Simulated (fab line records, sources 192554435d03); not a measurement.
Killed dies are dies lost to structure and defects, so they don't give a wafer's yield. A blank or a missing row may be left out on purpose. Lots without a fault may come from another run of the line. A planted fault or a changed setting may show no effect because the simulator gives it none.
Which tool did it? | flow n5_finfet | 12 lots, 36 wafers sampled, at 5 steps of a route of 1938

WHAT THE GAUGES READ, wafer by wafer
N5_BEOL_M2_THK_MEAS_53: measures by xrf.
lot  | measured     | on            | M2_THK (nm)
L074 | day 7 05:19  | film_metro-01 | 37.2 37.3 40.2
L077 | day 7 15:56  | film_metro-02 | 41.1 41.3 39.8
L079 | day 8 07:19  | film_metro-02 | 43.5 40.7 41.9
L081 | day 9 15:32  | film_metro-01 | 41.3 39.4 42.1
L084 | day 9 18:56  | film_metro-02 | 43.5 38.0 38.2
L083 | day 10 02:42 | film_metro-02 | 39.1 39.5 39.7
L087 | day 10 06:14 | film_metro-02 | 40.9 44.2 40.8
L089 | day 10 16:16 | film_metro-01 | 39.7 39.9 39.2
L091 | day 10 23:49 | film_metro-01 | 39.8 36.5 38.0
L093 | day 12 00:14 | film_metro-01 | 42.5 39.2 39.8
L095 | day 12 21:03 | film_metro-01 | 40.1 39.5 42.4
L097 | day 13 12:14 | film_metro-02 | 39.0 40.6 42.0

WHICH TOOL RAN EACH LOT (tool, then ch and the chambers of the sampled wafers, then the start)
lot  | N5_BEOL_M2_ANNEAL_91         | N5_BEOL_M2_SPUTTER_92        | N5_BEOL_M2_ANNEAL_93         | N5_BEOL_M2_SPUTTER_94
L074 | pvd_sputter-01, day 7 03:39  | pvd_sputter-01, day 7 03:47  | pvd_sputter-01, day 7 03:52  | pvd_sputter-01, day 7 04:01
L077 | pvd_sputter-03, day 7 14:34  | pvd_sputter-03, day 7 14:43  | pvd_sputter-03, day 7 14:47  | pvd_sputter-03, day 7 14:56
L079 | pvd_sputter-02, day 8 05:56  | pvd_sputter-02, day 8 06:05  | pvd_sputter-02, day 8 06:10  | pvd_sputter-02, day 8 06:18
L081 | pvd_sputter-03, day 9 13:41  | pvd_sputter-03, day 9 13:50  | pvd_sputter-03, day 9 13:55  | pvd_sputter-03, day 9 14:03
L084 | pvd_sputter-02, day 9 17:25  | pvd_sputter-02, day 9 17:33  | pvd_sputter-02, day 9 17:38  | pvd_sputter-02, day 9 17:46
L083 | pvd_sputter-01, day 9 23:36  | pvd_sputter-01, day 9 23:44  | pvd_sputter-01, day 9 23:49  | pvd_sputter-01, day 9 23:58
L087 | pvd_sputter-02, day 10 02:59 | pvd_sputter-02, day 10 03:07 | pvd_sputter-02, day 10 03:12 | pvd_sputter-02, day 10 03:20
L089 | pvd_sputter-01, day 10 14:42 | pvd_sputter-01, day 10 14:50 | pvd_sputter-01, day 10 14:55 | pvd_sputter-01, day 10 15:04
L091 | pvd_sputter-02, day 10 22:27 | pvd_sputter-02, day 10 22:35 | pvd_sputter-02, day 10 22:40 | pvd_sputter-02, day 10 22:49
L093 | pvd_sputter-03, day 11 19:31 | pvd_sputter-03, day 11 19:39 | pvd_sputter-03, day 11 19:44 | pvd_sputter-03, day 11 19:52
L095 | pvd_sputter-01, day 12 19:38 | pvd_sputter-01, day 12 19:47 | pvd_sputter-01, day 12 19:52 | pvd_sputter-01, day 12 20:00
L097 | pvd_sputter-03, day 13 10:52 | pvd_sputter-03, day 13 11:01 | pvd_sputter-03, day 13 11:05 | pvd_sputter-03, day 13 11:14
- N5_BEOL_M2_ANNEAL_91: time 240 s.
- N5_BEOL_M2_SPUTTER_92: material Cu, target thk 4.5 nm, time 8.29 s.
- N5_BEOL_M2_ANNEAL_93: time 240 s.
- N5_BEOL_M2_SPUTTER_94: material Cu, target thk 4.5 nm, time 8.29 s.

THE ANSWER, worked out from the rows above alone
Rule: what is usual is taken from the lots themselves. Put in order of their means at a reading, lots are off if they are a third of the lots or fewer, leave a main group of 4 or more, and stand apart from it by a gap of 3 or more times the standard deviation of the main group's means; of several such gaps the widest counts. A main group whose means are all the same, to the digits that the tables above print for the reading, isn't used. A lot without any number at a reading at which 4 lots or more have one is off too. The other lots that the step has rows for count as sound.
No lot is off at any reading shown: from this, nothing can be told.

WHAT THE SIMULATOR HAD PUT IN
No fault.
